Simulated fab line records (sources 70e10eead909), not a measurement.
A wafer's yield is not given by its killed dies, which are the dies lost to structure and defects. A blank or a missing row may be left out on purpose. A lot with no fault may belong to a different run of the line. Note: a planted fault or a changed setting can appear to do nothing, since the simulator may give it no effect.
fab line records ; flow nandHarc
record lots=14; wafers=42; lastDay=24
route steps=1159 shown A_CONTACT@938
lots with no fault: from the same line, run without faults
startH: hours from the record's first day to the start of the lot's first wafer shown ; waitH: hours since the lot's step before ; " same as the row above ; L1.1+2: a row that stands for several wafers ; - value missing, or start not given ; * or withheld: withheld ; < > ~ a bound
route shown NAME@n: NAME is a module with steps in the file, n the number in the route of the first one ; usual: the fault-free wafers' mean and standard deviation ; same: alike in all rows ; chamber/n: place in a boat ; sites: readings site by site ; _std_site: standard deviation of those values ; _edge_site: outer sites' mean less inner sites' ; radiusMm: how far each site lies from the wafer's centre ; mask NAME#n: copy n ; behind: the last tool/chamber to shape the wafer ; hold: reason for holding the lot/hours on hold/outcome of the hold ; device: the n, p or np transistor that did not switch ; end of line: at the end of the route, the tests of the same wafers ; a step without rows: its recipe alone ; killed: not the wafer's yield, but the dies lost to structure and defects at the first sort ; map: a wafer's dies, marking killed ones x, the rest . and places with no die _
set.NAME: the run value of the setting; set.NAME@STEP: its run value at that earlier step ; model.NAME: the simulator's own value behind a step, which no gauge read
one table for each step of the route and one row for each wafer, over a sample of lots
services: a tool's chamber out of use, with start hour (startH, from the record's first day; less than 0 if before it), hours out, and reason
## steps
# step NHARC_A_CONTACT_DESCUM_13
# recipe timeS=3; o2FlowSccm=200; arFlowSccm=0; biasPowerW=0; chemistry=O2
# usual drypumpMotorCurrentA=5.9/0.49; oesProductAu=1.000/0.012; rfVppV=57.6/0.95; showerheadPlenumPTorr=1.87/0.091; throttleValvePct=11.311/0.0098
lot.wafer;tool;chamber;startH;waitH;drypumpMotorCurrentA;oesProductAu;rfHoursCounterH;rfVppV;showerheadPlenumPTorr;throttleValvePct
L527.1;rieDiel-08;3;388.61;0.1;6.0;0.995;29;57.6;1.87;11.323
L527.3;rieDiel-08;1;388.61;0.1;6.5;1.004;31;57.3;1.79;11.295
L527.6;rieDiel-08;0;388.61;0.1;5.8;1.011;-;56.7;1.78;11.320
L526.3;rieDiel-12;3;390.64;0.1;6.3;1.017;0;56.8;1.78;11.315
L526.2;rieDiel-12;0;390.64;0.1;6.6;1.002;0;57.7;1.89;11.322
L526.5;rieDiel-12;0;390.64;0.1;6.6;0.989;-;56.3;1.89;11.317
L529.3;rieDiel-12;1;395.44;0.1;6.0;0.997;1;57.0;1.87;11.322
L529.5;rieDiel-12;2;395.44;0.1;5.4;0.987;-;58.1;1.92;11.310
L529.6;rieDiel-12;3;395.44;0.1;6.3;1.022;-;57.4;1.78;11.319
L530.4;rieDiel-12;0;396.44;0.1;6.7;1.007;2;58.6;1.89;11.321
L530.1;rieDiel-12;3;396.44;0.1;6.3;1.015;2;57.7;1.78;11.314
L530.5;rieDiel-12;0;396.44;0.1;6.6;0.998;-;58.8;1.89;11.314
L528.2;rieDiel-05;0;406.20;0.1;5.8;0.989;19;56.8;1.78;11.314
L528.3;rieDiel-05;2;406.20;0.1;6.3;0.994;22;59.2;2.05;11.326
L528.4;rieDiel-05;3;406.20;0.1;4.8;1.007;21;57.7;1.84;11.325
L532.4;rieDiel-05;3;411.57;0.1;4.8;0.999;23;58.9;1.84;11.312
L532.2;rieDiel-05;2;411.57;0.1;6.3;0.981;24;58.4;2.05;11.322
L532.5;rieDiel-05;0;411.57;0.1;5.9;0.984;-;57.6;1.78;11.313
L534.1;rieDiel-12;3;438.43;0.1;6.3;1.018;7;57.5;1.78;11.283
L534.4;rieDiel-12;0;438.43;0.1;6.6;0.998;8;59.4;1.89;11.303
L534.5;rieDiel-12;1;438.43;0.1;6.0;1.019;-;57.4;1.87;11.313
L535.3;rieDiel-05;2;445.06;0.1;6.4;0.997;35;58.2;2.04;11.313
L535.1;rieDiel-05;3;445.06;0.1;4.8;1.000;35;57.1;1.84;11.302
L535.5;rieDiel-05;0;445.06;0.1;5.9;1.000;-;57.0;1.78;11.305
L539.1;rieDiel-12;3;455.99;0.1;6.3;1.015;13;56.3;1.78;11.302
L539.3;rieDiel-12;0;455.99;0.1;6.6;1.005;14;56.5;1.88;11.310
L539.5;rieDiel-12;3;455.99;0.1;6.3;1.023;-;57.5;1.78;11.301
L540.4;rieDiel-12;2;466.09;0.1;5.4;0.985;14;57.6;1.91;11.326
L540.1;rieDiel-12;0;466.09;0.1;6.6;1.009;17;56.0;1.88;11.309
L540.5;rieDiel-12;1;466.09;0.1;6.0;1.017;-;56.8;1.87;11.295
L541.3;rieDiel-12;1;470.53;0.1;6.0;1.011;13;57.0;1.87;11.317
L541.4;rieDiel-12;2;470.53;0.1;5.4;0.999;15;58.3;1.91;11.301
L541.5;rieDiel-12;1;470.53;0.1;6.0;1.027;-;59.2;1.87;11.315
L546.3;rieDiel-05;2;492.71;0.1;6.4;1.000;51;58.6;2.04;11.302
L546.1;rieDiel-05;3;492.71;0.1;4.8;0.991;51;57.9;1.83;11.303
L546.6;rieDiel-05;1;492.71;0.1;6.0;1.016;-;60.3;1.82;11.300
L547.4;rieDiel-08;1;507.03;0.1;6.5;0.987;8;59.1;1.78;11.295
L547.6;rieDiel-08;2;507.03;0.1;6.1;0.988;-;57.1;2.05;11.309
L547.5;rieDiel-08;3;507.03;0.1;6.0;0.993;-;57.9;1.86;11.319
L549.2;rieDiel-08;2;524.73;0.2;6.0;0.989;18;56.1;2.05;11.304
L549.1;rieDiel-08;0;524.73;0.2;5.8;0.981;18;58.5;2.07;11.307
L549.5;rieDiel-08;3;524.73;0.2;6.0;0.999;-;57.3;1.85;11.315
# step NHARC_A_CONTACT_ETCH_30
# recipe targetDepthA=605; timeS=30.2; cf4FlowSccm=100; chf3FlowSccm=30; arFlowSccm=0; rfW=500; biasW=200; chemistry=CF4/CHF3
# usual biasW=199.9/0.63; drypumpMotorCurrentA=5.9/0.5; oesProductAu=0.936/0.019; rfFwdPowerW=491.2/2.3; rfVppV=369.7/2.5; showerheadPlenumPTorr=1.55/0.074; throttleValvePct=16.803/0.009
lot.wafer;tool;chamber;startH;waitH;biasW;drypumpMotorCurrentA;oesProductAu;rfFwdPowerW;rfHoursCounterH;rfVppV;showerheadPlenumPTorr;throttleValvePct
L527.3;rieDiel-08;0;-;-;200.0;5.8;0.920;492.1;31;366.0;1.47;16.783
L527.1;rieDiel-08;1;-;-;198.7;6.5;0.932;493.3;31;367.9;1.47;16.804
L527.6;rieDiel-08;3;-;-;199.7;6.0;0.916;493.9;-;368.6;1.54;16.816
L526.2;rieDiel-12;1;-;-;199.9;5.9;0.933;494.4;0;369.3;1.54;16.807
L526.3;rieDiel-12;3;-;-;199.6;6.3;0.950;491.3;0;365.7;1.47;16.813
L526.5;rieDiel-12;3;-;-;199.0;6.3;0.956;490.6;-;367.4;1.47;16.803
L529.3;rieDiel-12;3;-;-;199.1;6.3;0.982;489.7;1;367.4;1.47;16.799
L529.5;rieDiel-12;2;-;-;199.8;5.4;0.948;489.6;-;370.5;1.58;16.799
L529.6;rieDiel-12;3;-;-;200.0;6.3;0.972;492.9;-;367.7;1.47;16.810
L530.4;rieDiel-12;0;-;-;200.6;6.6;0.944;491.2;2;370.5;1.55;16.812
L530.1;rieDiel-12;3;-;-;199.7;6.3;0.963;493.1;2;367.7;1.47;16.803
L530.5;rieDiel-12;1;-;-;199.2;5.9;0.950;492.3;-;370.7;1.54;16.798
L528.2;rieDiel-05;2;-;-;199.3;6.3;0.916;491.0;23;373.8;1.68;16.809
L528.4;rieDiel-05;3;-;-;199.9;4.8;0.929;487.2;22;369.5;1.52;16.793
L528.3;rieDiel-05;1;-;-;200.2;6.0;0.937;489.2;20;367.7;1.51;16.803
L532.2;rieDiel-05;2;-;-;199.9;6.3;0.970;489.6;24;375.0;1.68;16.811
L532.4;rieDiel-05;0;-;-;200.4;5.9;0.954;489.0;21;367.1;1.47;16.819
L532.5;rieDiel-05;3;-;-;201.3;4.8;0.965;490.6;-;369.4;1.52;16.812
L534.1;rieDiel-12;3;-;-;200.0;6.3;0.937;495.3;8;367.5;1.47;16.799
L534.4;rieDiel-12;0;-;-;200.3;6.6;0.916;491.5;9;368.2;1.55;16.808
L534.5;rieDiel-12;2;-;-;200.3;5.4;0.917;489.9;-;370.7;1.58;16.807
L535.1;rieDiel-05;0;-;-;200.4;5.9;0.913;487.4;32;367.2;1.47;16.794
L535.3;rieDiel-05;2;-;-;199.7;6.3;0.923;489.3;35;374.5;1.68;16.799
L535.5;rieDiel-05;0;-;-;200.3;5.9;0.916;488.2;-;367.8;1.47;16.801
L539.3;rieDiel-12;3;-;-;200.7;6.3;0.969;493.2;13;366.4;1.47;16.822
L539.1;rieDiel-12;0;-;-;199.7;6.6;0.969;490.1;14;369.4;1.55;16.805
L539.5;rieDiel-12;2;-;-;200.2;5.4;0.930;489.2;-;369.4;1.57;16.800
L540.4;rieDiel-12;2;-;-;200.1;5.4;0.912;490.0;15;369.7;1.57;16.818
L540.1;rieDiel-12;3;-;-;200.7;6.3;0.928;490.4;16;367.0;1.47;16.795
L540.5;rieDiel-12;2;-;-;199.5;5.4;0.907;492.9;-;370.1;1.57;16.807
L541.4;rieDiel-12;3;-;-;198.9;6.3;0.932;491.8;17;367.3;1.47;16.805
L541.3;rieDiel-12;1;-;-;198.9;5.9;0.928;495.5;13;369.6;1.54;16.797
L541.5;rieDiel-12;2;-;-;200.5;5.4;0.913;491.3;-;370.9;1.57;16.809
L546.1;rieDiel-05;2;-;-;200.8;6.3;0.926;491.4;51;372.5;1.67;16.811
L546.3;rieDiel-05;3;-;-;199.3;4.8;0.908;485.6;52;369.9;1.51;16.818
L546.6;rieDiel-05;1;-;-;198.7;5.9;0.952;491.3;-;368.4;1.50;16.803
L547.4;rieDiel-08;1;-;-;199.3;6.4;0.962;496.8;9;368.2;1.47;16.807
L547.6;rieDiel-08;0;-;-;199.9;5.8;0.957;490.3;-;375.1;1.70;16.816
L547.5;rieDiel-08;1;-;-;199.6;6.5;0.976;495.0;-;369.5;1.47;16.807
L549.1;rieDiel-08;2;-;-;199.6;6.0;0.934;492.7;18;373.9;1.68;16.807
L549.2;rieDiel-08;3;-;-;200.4;6.0;0.950;493.3;19;370.6;1.53;16.807
L549.5;rieDiel-08;1;-;-;199.8;6.5;0.932;493.2;-;367.6;1.46;16.804
# step NHARC_A_CONTACT_ETCH_136
# recipe sourceW=withheld; pressureMtorr=20; biasV=3000; timeS=132; targetDepthA=12870; arFlowSccm=withheld; c4f8FlowSccm=withheld; o2FlowSccm=withheld; chemistry=C4F8/O2/Ar
lot.wafer;tool;chamber;startH;waitH;rfHoursCounterH
L527.1;harCapEtch-01;1;390.74;0.1;59
L527.3;harCapEtch-01;1;390.74;0.1;-
L527.6;harCapEtch-01;0;390.74;0.1;-
L526.2;harCapEtch-03;0;392.26;0.1;89
L526.3;harCapEtch-03;1;392.26;0.1;-
L526.5;harCapEtch-03;1;392.26;0.1;-
L529.3;harCapEtch-01;1;396.95;0.1;-
L529.5;harCapEtch-01;1;396.95;0.1;-
L529.6;harCapEtch-01;0;396.95;0.1;-
L530.1;harCapEtch-02;0;398.08;0.1;16
L530.4;harCapEtch-02;0;398.08;0.1;-
L530.5;harCapEtch-02;0;398.08;0.1;-
L528.2;harCapEtch-02;0;407.52;0.1;18
L528.4;harCapEtch-02;0;407.52;0.1;-
L528.3;harCapEtch-02;1;407.52;0.1;-
L532.2;harCapEtch-02;1;412.88;0.1;19
L532.4;harCapEtch-02;1;412.88;0.1;-
L532.5;harCapEtch-02;0;412.88;0.1;-
L534.1;harCapEtch-01;1;439.75;0.1;67
L534.4;harCapEtch-01;1;439.75;0.1;-
L534.5;harCapEtch-01;1;439.75;0.1;-
L535.1;harCapEtch-01;1;446.72;0.1;68
L535.3;harCapEtch-01;0;446.72;0.1;-
L535.5;harCapEtch-01;1;446.72;0.1;-
L539.1;harCapEtch-03;1;457.50;0.1;100
L539.3;harCapEtch-03;1;457.50;0.1;-
L539.5;harCapEtch-03;1;457.50;0.1;-
L540.1;harCapEtch-01;1;467.63;0.1;73
L540.4;harCapEtch-01;0;467.63;0.1;-
L540.5;harCapEtch-01;1;467.63;0.1;-
L541.4;harCapEtch-02;1;471.89;0.1;-
L541.3;harCapEtch-02;0;471.89;0.1;-
L541.5;harCapEtch-02;1;471.89;0.1;-
L546.1;harCapEtch-02;0;494.20;0.1;34
L546.3;harCapEtch-02;0;494.20;0.1;-
L546.6;harCapEtch-02;1;494.20;0.1;-
L547.4;harCapEtch-01;0;508.35;0.1;-
L547.6;harCapEtch-01;0;508.35;0.1;-
L547.5;harCapEtch-01;1;508.35;0.1;-
L549.1;harCapEtch-01;0;526.29;0.1;82
L549.2;harCapEtch-01;1;526.29;0.1;82
L549.5;harCapEtch-01;0;526.29;0.1;-
# step NHARC_A_CONTACT_ALD_18
# recipe targetThkA=30; pulseTimeS=1; aldCycles=150; tempC=450; material=TiN
# usual aldCycles=150/0; heaterPowerW=1054/110; precursorPulseHeightRel=0.999/0.02
lot.wafer;tool;chamber;startH;waitH;aldCycles;heaterPowerW;precursorPulseHeightRel
L527.1;aldMetal-01;2;393.12;-;150;1164;0.976
L527.3;aldMetal-01;3;393.12;-;150;808;1.029
L527.6;aldMetal-01;0;393.12;-;150;1017;0.990
L526.2;aldMetal-03;1;394.20;-;150;1131;0.966
L526.3;aldMetal-03;3;394.20;-;150;1219;1.019
L526.5;aldMetal-03;1;394.20;-;150;1100;0.999
L529.3;aldMetal-03;1;398.92;-;150;1112;1.003
L529.6;aldMetal-03;3;398.92;-;150;1241;1.013
L529.5;aldMetal-03;1;398.92;-;150;1118;0.983
L530.4;aldMetal-01;3;400.52;-;150;794;0.990
L530.1;aldMetal-01;0;400.52;-;150;1006;0.972
L530.5;aldMetal-01;3;400.52;-;150;805;0.963
L528.3;aldMetal-02;3;409.54;-;150;1114;1.033
L528.2;aldMetal-02;0;409.54;-;150;925;0.977
L528.4;aldMetal-02;2;409.54;-;150;886;1.007
L532.2;aldMetal-03;3;414.92;-;150;1275;0.995
L532.4;aldMetal-03;1;414.92;-;150;1110;0.997
L532.5;aldMetal-03;0;414.92;-;150;1028;0.967
L534.4;aldMetal-03;1;441.97;-;150;1124;0.956
L534.1;aldMetal-03;0;441.97;-;150;1061;0.985
L534.5;aldMetal-03;1;441.97;-;150;1116;0.986
L535.1;aldMetal-01;2;449.23;-;150;1177;1.008
L535.3;aldMetal-01;0;449.23;-;150;1019;0.982
L535.5;aldMetal-01;3;449.23;-;150;820;1.000
L539.3;aldMetal-03;3;459.47;-;150;1207;1.011
L539.1;aldMetal-03;1;459.47;-;150;1146;0.995
L539.5;aldMetal-03;3;459.47;-;150;1244;0.982
L540.1;aldMetal-02;1;469.83;-;150;1061;1.039
L540.4;aldMetal-02;2;469.83;-;150;928;0.976
L540.5;aldMetal-02;3;469.83;-;150;1146;0.994
L541.4;aldMetal-03;0;473.88;-;63;1049;0.989
L541.3;aldMetal-03;2;473.88;-;150;1116;1.007
L541.5;aldMetal-03;1;473.88;-;150;1135;1.030
L546.1;aldMetal-02;3;496.23;-;150;1114;0.971
L546.3;aldMetal-02;2;496.23;-;150;890;1.010
L546.6;aldMetal-02;0;496.23;-;150;926;0.984
L547.4;aldMetal-03;3;510.61;-;150;1223;1.037
L547.6;aldMetal-03;0;510.61;-;63;1095;0.998
L547.5;aldMetal-03;1;510.61;-;150;1126;1.011
L549.1;aldMetal-01;0;528.24;-;150;1016;1.005
L549.2;aldMetal-01;1;528.24;-;150;1027;0.993
L549.5;aldMetal-01;0;528.24;-;150;1052;1.024
## services
tool;chamber;startH;hours;kind
rieDiel-12;3;367.26;4.9;repair
aldMetal-01;3;378.46;2.2;repair
rieDiel-12;-;379.64;9.0;pm
rieDiel-12;0;379.64;9.0;ventCycle
rieDiel-12;1;379.64;9.0;ventCycle
rieDiel-12;2;379.64;12.6;ventCycle
rieDiel-12;3;379.64;9.0;ventCycle
rieDiel-12;0;388.64;-;clean
rieDiel-12;1;388.64;-;clean
rieDiel-08;1;393.69;15.0;repair
aldMetal-03;0;397.36;14.3;repair
rieDiel-05;1;439.54;9.8;repair
rieDiel-12;1;441.76;11.6;repair
rieDiel-05;0;452.51;7.6;repair
rieDiel-05;-;452.60;2.0;repair
aldMetal-01;-;458.00;10.0;pm
rieDiel-12;0;478.21;5.0;repair
rieDiel-08;-;479.57;9.0;pm
aldMetal-03;-;483.71;0.9;repair
aldMetal-01;-;486.28;0.5;repair
aldMetal-03;-;500.00;10.0;pm
rieDiel-05;3;508.06;6.2;repair
aldMetal-02;-;510.55;0.6;repair
rieDiel-05;-;517.75;9.0;pm
## key
firstSign step=NHARC_A_CONTACT_ALD_18; reading=aldCycles; direction=down; sigmas=99+; usual=150; struck=63
effect none on later readings
metAt NHARC_A_CONTACT_ALD_18
struckLots L541,L547
struckWafers L541.4,L547.6
laterRowsLeftOut L541.4,L547.6
sortLeftOut L541.4,L547.6
testerLeftOut L541,L547
notActingAt NHARC_A_CONTACT_DESCUM_13,NHARC_A_CONTACT_ETCH_30,NHARC_A_CONTACT_ETCH_136
onsetBetween 441.97 473.88
fault kind=processParameterDrift; tool=aldMetal-03; chamber=0; onsetH=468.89; steps=NHARC_A_CONTACT_ALD_18; channel=aldCycles; offset=-87; shape=step; endH=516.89; actsIn=theseRecipesOnly; stated=150
# testerLeftOut: of these lots the tester's yield and bins aren't shown, on N5 and GAA mostly nor the transistor test; their killed dies are dies lost to structure and defects alone, not to doping, threshold or leakage, so they don't give the yield
# sortLeftOut: the simulated sort isn't trusted on such a fault, so these wafers' sort isn't shown, and their yield isn't known
# laterRowsLeftOut: the simulator's readings of these wafers behind a module that went badly wrong aren't trusted and aren't shown, but for the sort
